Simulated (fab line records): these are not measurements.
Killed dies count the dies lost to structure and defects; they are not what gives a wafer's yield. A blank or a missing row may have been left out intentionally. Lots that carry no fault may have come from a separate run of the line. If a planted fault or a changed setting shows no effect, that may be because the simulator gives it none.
Matching of chambers	flow nand-harc	pecvd-03 running NHARC_A_STAIRCASE_DEP_325: 3 sister chambers
The step deposits SiO2, target thk 3800 nm. 3 wafers are shown with their chamber, then 7 later ones without.

== WAFERS PAIRED WITH THEIR CHAMBERS ==
wafer	chamber	heater-power-w (W)
L337.3	2	700
L339.1	1	510
L339.2	0	761

== WAFERS MISSING THEIR CHAMBER ==
wafer	heater-power-w (W)
L339.4	479
L347.2	712
L347.3	748
L347.6	628
L349.2	759
L349.3	685
L349.6	617

== WHICH CHAMBER EACH ONE RAN IN ==
wafer	from the rows above	in truth
L339.4	1	1
L347.2	can't be placed: 2 or 0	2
L347.3	can't be placed: 0 or 2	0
L347.6	can't be placed: 2 or 1 or 0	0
L349.2	can't be placed: 0 or 2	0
L349.3	can't be placed: 2 or 0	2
L349.6	can't be placed: 2 or 1 or 0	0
Correctly placed: 1 of 7. Cannot be placed on the basis of these rows: 6; the candidates contain the true chamber in 6. Placed wrongly: 0.
How it was worked out, from the rows above alone: a wafer's distance from a chamber is the root of the sum, over the readings, of the square of ((its reading less the chamber's mean) divided by the reading's scatter). If the next closest chamber is less than 2 further off than the closest, the wafer can't be placed; otherwise it belongs to the closest. For every chamber, the mean is computed from those of its wafers that are shown. The scatter: with one shown wafer a chamber, the root of the mean of the squares of how far each hidden wafer lies from its nearest shown one.
